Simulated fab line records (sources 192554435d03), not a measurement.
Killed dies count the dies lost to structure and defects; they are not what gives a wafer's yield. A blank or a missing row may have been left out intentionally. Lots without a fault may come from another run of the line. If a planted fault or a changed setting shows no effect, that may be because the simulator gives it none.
Comparing a struck lot with a sound one    flow n5-finfet    22 steps out of a route of 1938
Sound: the wafers L831.2, L831.4, L831.6. Wafers L816.1, L816.2, L816.6 were the ones struck. The cause is given at the end.
At each step with rows: each side's tool, then ch and its chambers, then its first start. Under that, the readings that differ: sound wafers    struck wafers    difference of the means    sigmas: that difference in standard deviations of wafers without a fault.
alike: readings whose means differ by less than 2 such deviations, and words and numbers that are the same on both sides. not compared: withheld readings, readings that some wafer has no value for, bounds like >300 that may hide the same value, and numbers for which the record gives no deviation and whose values overlap.
The two part at a step that has a row with sigmas, a row that says differs or no value, or rows on one side only. Numbers that don't overlap but have no deviation are shown without sigmas and don't part them. A reading that every wafer of one side lacks parts them only if that side has two wafers or more.

first, 11 steps without rows for these wafers: N5_BEOL_M3_DESCUM_16 (chemistry O2, time 7 s); N5_BEOL_M3_ETCH_74 (etches underlayer in N2/H2, target depth 6.5 nm, time 5.2 s); N5_BEOL_M3_ETCH_63 (etches SiARC in CF4, target depth 15.6 nm, time 26 s); N5_BEOL_M3_ETCH_64 (etches SOC in N2/H2, target depth 75 nm, overetch 15 nm, time 112.5 s); N5_BEOL_M3_STRIP_65 (strips in N2/H2); N5_BEOL_M3_STRIP_75 (strips in N2/H2); N5_BEOL_M3_STRIP_66 (strips in CF4); N5_BEOL_M3_HM_OPEN_17 (chemistry Cl2/BCl3, target TiN, target depth 20 nm, overetch 6 nm); N5_BEOL_M3_STRIP_19 (strips in O2); N5_BEOL_M3_COAT_67 (time 60 s, resist thk 60 nm); N5_BEOL_M3_COAT_68 (time 60 s, resist thk 12 nm).
N5_BEOL_M3_COAT_76: time 60 s, resist thk 5 nm.
  sound on litho-track-02 ch 0, day 13 04:58; struck on litho-track-02 ch 0, day 9 02:07
reading               sound                 struck                difference  sigmas
spin-speed-rpm (rpm)  1500.0 1500.1 1501.3  1604.8 1607.5 1604.5  +105.1      +99 or more
then, 7 steps without rows for these wafers: N5_BEOL_M3_COAT_22 (resist thk 30 nm); N5_BEOL_M3_EBR_24; N5_BEOL_M3_SOFTBAKE_23 (time 60 s); N5_BEOL_M3_EXPOSE_25 (exposes mask V2, defocus 5 nm); N5_BEOL_M3_PEB_26 (peb time 60 s); N5_BEOL_M3_DEVELOP_27 (develop time 30 s); N5_BEOL_M3_DESCUM_33 (chemistry O2, time 7 s).
N5_BEOL_M3_ETCH_77: etches underlayer in N2/H2, target depth 6.5 nm, time 5.2 s.
  sound on rie-diel-03 ch 1,3, day 13 05:23; struck on rie-diel-05 ch 1,2,3, day 9 02:40
reading                   sound              struck            difference  sigmas
model.etch.depth-nm (nm)  5.013 5.001 5.004  4.841 4.828 4.83  -0.173      
  alike: drypump-motor-current-A, etch-rf-on-time-s, oes-product-au, rf-vpp-V, showerhead-plenum-p-Torr, throttle-valve-pct
  not compared: rf-hours-counter-h
then, 1 step without rows for these wafers: N5_BEOL_M3_ETCH_69 (etches SiARC in CF4, target depth 15.6 nm, time 26 s).
N5_BEOL_M4_RC_MEAS_101:
  sound on prober-02 ch 0, day 14 18:53; struck on prober-02 ch 0, day 10 08:08
  alike: DIBL_N, DIBL_P, IOFF_N, IOFF_P, ION_N, ION_P, SS_N, SS_P, VT_N, VT_P

== WHERE THEY PART ==
N5_BEOL_M3_COAT_76 only, going by this record. Later steps at which nothing parts them and some readings are alike: N5_BEOL_M3_ETCH_77, N5_BEOL_M4_RC_MEAS_101.

WHY: what had been put in by the simulator
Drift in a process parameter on litho-track-02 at N5_BEOL_M3_COAT_76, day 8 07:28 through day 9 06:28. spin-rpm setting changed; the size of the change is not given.
